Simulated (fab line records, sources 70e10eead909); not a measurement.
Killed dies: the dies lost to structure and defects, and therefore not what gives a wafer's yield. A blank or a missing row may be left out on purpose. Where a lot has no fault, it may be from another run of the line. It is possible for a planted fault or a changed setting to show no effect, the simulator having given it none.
Chamber matching :: flow nandHarc :: NHARC_A_CHANNEL_FILL_D2_ALD_02 on aldHk-03 has 4 sister chambers
The step deposits SiO2, target thk 6 nm, pulse time 10 s, ald cycles 60. 22 wafers are shown with their chamber, then 11 later ones without.

EACH WAFER AND ITS CHAMBER
wafer: L076.1
chamber: 2
heaterPowerW (W): 457
heaterPowerOuterW (W): 244
susceptorTempC (C): 300.06

wafer: L076.2
chamber: 3
heaterPowerW (W): 423
heaterPowerOuterW (W): 241
susceptorTempC (C): 300.31

wafer: L076.5
chamber: 3
heaterPowerW (W): 412
heaterPowerOuterW (W): 255
susceptorTempC (C): 300.33

wafer: L077.2
chamber: 2
heaterPowerW (W): 459
heaterPowerOuterW (W): 242
susceptorTempC (C): 300.18

wafer: L077.4
chamber: 3
heaterPowerW (W): 413
heaterPowerOuterW (W): 251
susceptorTempC (C): 299.87

wafer: L077.6
chamber: 2
heaterPowerW (W): 465
heaterPowerOuterW (W): 240
susceptorTempC (C): 299.82

wafer: L078.2
chamber: 0
heaterPowerW (W): 470
heaterPowerOuterW (W): 290
susceptorTempC (C): 300.17

wafer: L078.3
chamber: 2
heaterPowerW (W): 468
heaterPowerOuterW (W): 236
susceptorTempC (C): 299.97

wafer: L078.6
chamber: 2
heaterPowerW (W): 454
heaterPowerOuterW (W): 237
susceptorTempC (C): 300.31

wafer: L079.1
chamber: 1
heaterPowerW (W): 511
heaterPowerOuterW (W): 278
susceptorTempC (C): 299.87

wafer: L079.2
chamber: 2
heaterPowerW (W): 454
heaterPowerOuterW (W): 243
susceptorTempC (C): 300.14

wafer: L079.5
chamber: 1
heaterPowerW (W): 517
heaterPowerOuterW (W): 295
susceptorTempC (C): 299.97

wafer: L081.1
chamber: 2
heaterPowerW (W): 458
heaterPowerOuterW (W): 241
susceptorTempC (C): 300.00

wafer: L081.3
chamber: 0
heaterPowerW (W): 459
heaterPowerOuterW (W): 291
susceptorTempC (C): 300.33

wafer: L081.6
chamber: 2
heaterPowerW (W): 462
heaterPowerOuterW (W): 242
susceptorTempC (C): 300.11

wafer: L080.3
chamber: 2
heaterPowerW (W): 461
heaterPowerOuterW (W): 239
susceptorTempC (C): 299.97

wafer: L080.5
chamber: 1
heaterPowerW (W): 497
heaterPowerOuterW (W): 287
susceptorTempC (C): 299.82

wafer: L080.6
chamber: 0
heaterPowerW (W): 464
heaterPowerOuterW (W): 291
susceptorTempC (C): 299.98

wafer: L084.3
chamber: 3
heaterPowerW (W): 404
heaterPowerOuterW (W): 246
susceptorTempC (C): 300.48

wafer: L084.5
chamber: 3
heaterPowerW (W): 403
heaterPowerOuterW (W): 250
susceptorTempC (C): 300.00

wafer: L084.6
chamber: 2
heaterPowerW (W): 459
heaterPowerOuterW (W): 234
susceptorTempC (C): 300.04

wafer: L085.3
chamber: 0
heaterPowerW (W): 457
heaterPowerOuterW (W): 283
susceptorTempC (C): 299.90

SIGNATURES, as means of the wafers listed above
reading: heaterPowerW
chamber 0: 462.50
chamber 1: 508.33
chamber 2: 459.70
chamber 3: 411.00
scatter within a chamber: 6.47

reading: heaterPowerOuterW
chamber 0: 288.75
chamber 1: 286.67
chamber 2: 239.80
chamber 3: 248.60
scatter within a chamber: 4.7

reading: susceptorTempC
chamber 0: 300.0950
chamber 1: 299.8867
chamber 2: 300.0600
chamber 3: 300.1980
scatter within a chamber: 0.174
Rule: for a wafer and a chamber, the distance is found by dividing, reading by reading, the gap between the wafer's reading and the chamber's mean by the reading's scatter, squaring, summing and taking the root. The wafer belongs to the nearest chamber; if the next one is less than 2 further off, it can't be placed. The scatter is the square root of a quotient: the sum, over the shown wafers, of each reading's squared deviation from its chamber's mean, divided by wafers minus chambers.

WAFERS WITH NO CHAMBER GIVEN
wafer: L085.5
heaterPowerW (W): 443
heaterPowerOuterW (W): 230
susceptorTempC (C): 300.01

wafer: L085.6
heaterPowerW (W): 503
heaterPowerOuterW (W): 286
susceptorTempC (C): 300.04

wafer: L091.2
heaterPowerW (W): 465
heaterPowerOuterW (W): 281
susceptorTempC (C): 299.66

wafer: L091.3
heaterPowerW (W): 458
heaterPowerOuterW (W): 229
susceptorTempC (C): 300.22

wafer: L091.6
heaterPowerW (W): 458
heaterPowerOuterW (W): 229
susceptorTempC (C): 300.30

wafer: L092.1
heaterPowerW (W): 502
heaterPowerOuterW (W): 274
susceptorTempC (C): 300.01

wafer: L092.5
heaterPowerW (W): 497
heaterPowerOuterW (W): 276
susceptorTempC (C): 300.00

wafer: L092.6
heaterPowerW (W): 461
heaterPowerOuterW (W): 239
susceptorTempC (C): 299.68

wafer: L096.1
heaterPowerW (W): 403
heaterPowerOuterW (W): 246
susceptorTempC (C): 300.37

wafer: L096.3
heaterPowerW (W): 504
heaterPowerOuterW (W): 274
susceptorTempC (C): 299.76

wafer: L096.4
heaterPowerW (W): 447
heaterPowerOuterW (W): 285
susceptorTempC (C): 300.12

CHAMBER TAKEN BY EACH
wafer: L085.5
from the rows above: 2
in truth: 2

wafer: L085.6
from the rows above: 1
in truth: 1

wafer: L091.2
from the rows above: 0
in truth: 0

wafer: L091.3
from the rows above: 2
in truth: 2

wafer: L091.6
from the rows above: 2
in truth: 2

wafer: L092.1
from the rows above: 1
in truth: 1

wafer: L092.5
from the rows above: 1
in truth: 1

wafer: L092.6
from the rows above: 2
in truth: 2

wafer: L096.1
from the rows above: 3
in truth: 3

wafer: L096.3
from the rows above: 1
in truth: 1

wafer: L096.4
from the rows above: 0
in truth: 0
Correctly placed: 11 of 11. Not placeable from these rows: 0. Wrongly placed: 0.
